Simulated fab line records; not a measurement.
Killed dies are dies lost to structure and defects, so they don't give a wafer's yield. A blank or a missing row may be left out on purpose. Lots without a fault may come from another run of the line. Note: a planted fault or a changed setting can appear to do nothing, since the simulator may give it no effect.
fab line records + flow nand_harc
record
- lots=6
- wafers=18
- last_day=32
route steps=1302 shown A_ONON_D1@424
lots untouched by any fault: they come from a run of this same line in which no faults occurred
start_h: hours from the record's opening day to when the first of the lot's shown wafers began + wait_h: hours from the lot's prior step to this one + " unchanged from the row above + L1.1+2: a row that stands for several wafers + - no value, or no start was given + * or withheld: withheld + < > ~ a bound
route shown NAME@n: NAME is a module with steps in the file, n the number in the route of the first one + usual: mean and standard deviation over wafers with no fault + same: alike in all rows + chamber/n: place in a boat + sites: each site's reading + _std_site: how widely they spread, as a standard deviation + _edge_site: the outer-site mean with the inner-site mean subtracted + radius_mm: for every site, how far away it sits from the centre of the wafer + mask NAME#n: copy n + behind: tool/chamber where the wafer was last shaped + hold: reason for holding the lot/hours on hold/outcome of the hold + device: transistor that didn't switch, given as n, p or np + end of line: the route-end tests of the same wafers + step lacking rows: just its recipe + killed: dies lost to structure and defects at the first sort, not the wafer's yield + map: a wafer's dies, x killed, . not, _ none there
set.NAME: the setting as run; set.NAME@STEP: as run at that earlier step + model.NAME: the simulator's own value behind a step, which no gauge read
lots seen at some steps along the route; tables by step, rows by wafer
services: from which hour (start_h, from the record's first day; less than 0 if before it) a tool's chamber was out of use, for how many hours, and why
## steps
# step NHARC_A_ONON_D1_DEP_00
# recipe
- target_thk_a=10000
- n2_flow_sccm=2750
- n2o_flow_sccm=2000
- nh3_flow_sccm=500
- sih4_flow_sccm=210
- temp_c=400
# step NHARC_A_ONON_D1_THK_MEAS_02
# recipe
- thk_meas_gauge=ellipsometry
# usual
- thk_nm=1001/8.5
| lot.wafer | tool          | chamber | start_h | wait_h | thk_nm |
|-----------|---------------|---------|---------|--------|--------|
| L321.1    | film_metro-01 | -       | 199.61  | -      | 991    |
| L321.4    | "             | -       | "       | "      | 993    |
| L321.6    | "             | -       | "       | "      | 991    |
| L323.3    | film_metro-01 | -       | 217.69  | -      | 1004   |
| L323.5    | "             | -       | "       | "      | 1005   |
| L323.6    | "             | -       | "       | "      | 1007   |
| L335.4    | film_metro-01 | -       | 333.24  | -      | 998    |
| L335.5    | "             | -       | "       | "      | 999    |
| L335.6    | "             | -       | "       | "      | 997    |
| L336.3    | film_metro-01 | -       | 341.30  | -      | 999    |
| L336.4    | "             | -       | "       | "      | 1000   |
| L336.6    | "             | -       | "       | "      | 1000   |
| L338.2    | film_metro-01 | -       | 367.91  | -      | 1011   |
| L338.4    | "             | -       | "       | "      | 1009   |
| L338.6    | "             | -       | "       | "      | 1008   |
| L340.2    | film_metro-01 | -       | 378.90  | -      | 1006   |
| L340.5    | "             | -       | "       | "      | 1008   |
| L340.6    | "             | -       | "       | "      | 1005   |
# step NHARC_A_ONON_D1_DEP_03
# recipe
- target_thk_a=10000
- n2_flow_sccm=2750
- n2o_flow_sccm=2000
- nh3_flow_sccm=500
- sih4_flow_sccm=210
- temp_c=400
# step NHARC_A_ONON_D1_THK_MEAS_05
# recipe
- thk_meas_gauge=ellipsometry
# usual
- thk_nm=1001/12
| lot.wafer | tool          | chamber | start_h | wait_h | thk_nm |
|-----------|---------------|---------|---------|--------|--------|
| L321.1    | film_metro-01 | -       | 200.17  | -      | 1000   |
| L321.4    | "             | -       | "       | "      | 998    |
| L321.6    | "             | -       | "       | "      | 999    |
| L323.3    | film_metro-02 | -       | 218.26  | -      | 1000   |
| L323.5    | "             | -       | "       | "      | 1002   |
| L323.6    | "             | -       | "       | "      | 1000   |
| L335.4    | film_metro-01 | -       | 333.80  | -      | 980    |
| L335.5    | "             | -       | "       | "      | 981    |
| L335.6    | "             | -       | "       | "      | 981    |
| L336.3    | film_metro-02 | -       | 341.87  | -      | 1007   |
| L336.4    | "             | -       | "       | "      | 1007   |
| L336.6    | "             | -       | "       | "      | 1005   |
| L338.2    | film_metro-02 | -       | 368.48  | -      | 1006   |
| L338.4    | "             | -       | "       | "      | 1008   |
| L338.6    | "             | -       | "       | "      | 1006   |
| L340.2    | film_metro-01 | -       | 379.60  | -      | 996    |
| L340.5    | "             | -       | "       | "      | 997    |
| L340.6    | "             | -       | "       | "      | 997    |
# step NHARC_A_ONON_D1_DEP_06
# recipe
- target_thk_a=10000
- n2_flow_sccm=2750
- n2o_flow_sccm=2000
- nh3_flow_sccm=500
- sih4_flow_sccm=210
- temp_c=400
# step NHARC_A_ONON_D1_THK_MEAS_08
# recipe
- thk_meas_gauge=ellipsometry
# usual
- thk_nm=1002/11
| lot.wafer | tool          | chamber | start_h | wait_h | thk_nm |
|-----------|---------------|---------|---------|--------|--------|
| L321.1    | film_metro-02 | -       | 200.74  | -      | 998    |
| L321.4    | "             | -       | "       | "      | 999    |
| L321.6    | "             | -       | "       | "      | 998    |
| L323.3    | film_metro-02 | -       | 218.82  | -      | 1028   |
| L323.5    | "             | -       | "       | "      | 1029   |
| L323.6    | "             | -       | "       | "      | 1029   |
| L335.4    | film_metro-02 | -       | 334.37  | -      | 1010   |
| L335.5    | "             | -       | "       | "      | 1010   |
| L335.6    | "             | -       | "       | "      | 1011   |
| L336.3    | film_metro-01 | -       | 342.44  | -      | 999    |
| L336.4    | "             | -       | "       | "      | 999    |
| L336.6    | "             | -       | "       | "      | 999    |
| L338.2    | film_metro-01 | -       | 369.05  | -      | 1003   |
| L338.4    | "             | -       | "       | "      | 1004   |
| L338.6    | "             | -       | "       | "      | 1004   |
| L340.2    | film_metro-01 | -       | 380.28  | -      | 1010   |
| L340.5    | "             | -       | "       | "      | 1009   |
| L340.6    | "             | -       | "       | "      | 1011   |
# step NHARC_A_ONON_D1_DEP_09
# recipe
- target_thk_a=10000
- n2_flow_sccm=2750
- n2o_flow_sccm=2000
- nh3_flow_sccm=500
- sih4_flow_sccm=210
- temp_c=400
# step NHARC_A_ONON_D1_THK_MEAS_11
# recipe
- thk_meas_gauge=ellipsometry
# usual
- thk_nm=995/9.8
| lot.wafer | tool          | chamber | start_h | wait_h | thk_nm |
|-----------|---------------|---------|---------|--------|--------|
| L321.1    | film_metro-01 | -       | 201.30  | -      | 1005   |
| L321.4    | "             | -       | "       | "      | 1007   |
| L321.6    | "             | -       | "       | "      | 1007   |
| L323.3    | film_metro-01 | -       | 219.39  | -      | 998    |
| L323.5    | "             | -       | "       | "      | 1000   |
| L323.6    | "             | -       | "       | "      | 1000   |
| L335.4    | film_metro-01 | -       | 334.93  | -      | 991    |
| L335.5    | "             | -       | "       | "      | 990    |
| L335.6    | "             | -       | "       | "      | 991    |
| L336.3    | film_metro-02 | -       | 343.01  | -      | 990    |
| L336.4    | "             | -       | "       | "      | 988    |
| L336.6    | "             | -       | "       | "      | 987    |
| L338.2    | film_metro-02 | -       | 369.61  | -      | 1022   |
| L338.4    | "             | -       | "       | "      | 1023   |
| L338.6    | "             | -       | "       | "      | 1022   |
| L340.2    | film_metro-01 | -       | 380.87  | -      | 1008   |
| L340.5    | "             | -       | "       | "      | 1009   |
| L340.6    | "             | -       | "       | "      | 1010   |
# step NHARC_A_ONON_D1_DEP_12
# recipe
- target_thk_a=10000
- n2_flow_sccm=2750
- n2o_flow_sccm=2000
- nh3_flow_sccm=500
- sih4_flow_sccm=210
- temp_c=400
# step NHARC_A_ONON_D1_THK_MEAS_14
# recipe
- thk_meas_gauge=ellipsometry
# usual
- thk_nm=998/10
| lot.wafer | tool          | chamber | start_h | wait_h | thk_nm |
|-----------|---------------|---------|---------|--------|--------|
| L321.1    | film_metro-01 | -       | 201.88  | -      | 987    |
| L321.4    | "             | -       | "       | "      | 986    |
| L321.6    | "             | -       | "       | "      | 987    |
| L323.3    | film_metro-01 | -       | 219.96  | -      | 996    |
| L323.5    | "             | -       | "       | "      | 997    |
| L323.6    | "             | -       | "       | "      | 995    |
| L335.4    | film_metro-02 | -       | 335.49  | -      | 989    |
| L335.5    | "             | -       | "       | "      | 990    |
| L335.6    | "             | -       | "       | "      | 989    |
| L336.3    | film_metro-02 | -       | 343.58  | -      | 991    |
| L336.4    | "             | -       | "       | "      | 992    |
| L336.6    | "             | -       | "       | "      | 991    |
| L338.2    | film_metro-01 | -       | 370.18  | -      | 993    |
| L338.4    | "             | -       | "       | "      | 993    |
| L338.6    | "             | -       | "       | "      | 993    |
| L340.2    | film_metro-01 | -       | 381.44  | -      | 993    |
| L340.5    | "             | -       | "       | "      | 992    |
| L340.6    | "             | -       | "       | "      | 993    |
# step NHARC_A_ONON_D1_ANNEAL_15
# recipe
- temp_c=750
- time_s=3600
# step NHARC_A_ONON_D1_DEP_16
# recipe
- target_thk_a=10000
- n2_flow_sccm=2750
- n2o_flow_sccm=2000
- nh3_flow_sccm=500
- sih4_flow_sccm=210
- temp_c=400
| lot.wafer  | tool          | chamber | start_h | wait_h |
|------------|---------------|---------|---------|--------|
| L321.1+4+6 | pecvd_onon-01 | 0       | 209.46  | 0.1    |
| L323.3+5+6 | pecvd_onon-02 | 0       | 229.46  | 0.2    |
| L335.4+5+6 | pecvd_onon-02 | 0       | 344.76  | 0.2    |
| L336.3+4+6 | pecvd_onon-02 | 0       | 350.91  | 0.2    |
| L338.2+4+6 | pecvd_onon-01 | 0       | 377.56  | 0.1    |
| L340.2+5+6 | pecvd_onon-03 | 0       | 388.76  | 0.1    |
# step NHARC_A_ONON_D1_THK_MEAS_18
# recipe
- thk_meas_gauge=ellipsometry
# usual
- thk_nm=998/9.8
| lot.wafer | tool          | chamber | start_h | wait_h | thk_nm |
|-----------|---------------|---------|---------|--------|--------|
| L321.1    | film_metro-02 | -       | 209.97  | -      | 1006   |
| L321.4    | "             | -       | "       | "      | 1008   |
| L321.6    | "             | -       | "       | "      | 1009   |
| L323.3    | film_metro-01 | -       | 229.85  | -      | 1002   |
| L323.5    | "             | -       | "       | "      | 1003   |
| L323.6    | "             | -       | "       | "      | 1004   |
| L335.4    | film_metro-01 | -       | 345.11  | -      | 1056   |
| L335.5    | "             | -       | "       | "      | 1057   |
| L335.6    | "             | -       | "       | "      | 1056   |
| L336.3    | film_metro-02 | -       | 351.30  | -      | 1079   |
| L336.4    | "             | -       | "       | "      | 1082   |
| L336.6    | "             | -       | "       | "      | 1080   |
| L338.2    | film_metro-01 | -       | 378.01  | -      | 1005   |
| L338.4    | "             | -       | "       | "      | 1006   |
| L338.6    | "             | -       | "       | "      | 1008   |
| L340.2    | film_metro-02 | -       | 389.22  | -      | 1003   |
| L340.5    | "             | -       | "       | "      | 1001   |
| L340.6    | "             | -       | "       | "      | 1002   |
# step NHARC_A_ONON_D1_DEP_19
# recipe
- target_thk_a=10000
- n2_flow_sccm=2750
- n2o_flow_sccm=2000
- nh3_flow_sccm=500
- sih4_flow_sccm=210
- temp_c=400
## services
| tool          | chamber | start_h | hours | kind |
|---------------|---------|---------|-------|------|
| pecvd_onon-02 | -       | 185.78  | 13.0  | pm   |
| pecvd_onon-03 | -       | 227.00  | 13.0  | pm   |
| pecvd_onon-01 | -       | 269.40  | 13.0  | pm   |
| pecvd_onon-02 | -       | 366.78  | 13.0  | pm   |
## key
first_sign
- step=NHARC_A_ONON_D1_THK_MEAS_18
- reading=thk_nm
- direction=up
- sigmas=7.2
- usual=998
- struck=1069
effect none on later readings
met_at NHARC_A_ONON_D1_DEP_16
struck_wafers L335.4,L335.5,L335.6,L336.3,L336.4,L336.6
later_rows_left_out L335.4,L335.5,L335.6,L336.3,L336.4,L336.6
sort_left_out L335.4,L335.5,L335.6,L336.3,L336.4,L336.6
tester_left_out L335,L336
onset_between 229.46 344.76
fault
- kind=process_parameter_drift
- tool=pecvd_onon-02
- chamber=-
- onset_h=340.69
- steps=NHARC_A_ONON_D1_DEP_16
- channel=target_thk_a
- offset=*
- shape=step
- end_h=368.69
- acts_in=*
- stated=*
# tester_left_out: of these lots the tester's yield and bins aren't shown, on N5 and GAA mostly nor the transistor test; their killed dies are dies lost to structure and defects alone, not to doping, threshold or leakage, so they don't give the yield
# sort_left_out: the simulated sort isn't trusted on such a fault, so these wafers' sort isn't shown, and their yield isn't known
# later_rows_left_out: the simulator's readings of these wafers behind a module that went badly wrong aren't trusted and aren't shown, but for the sort
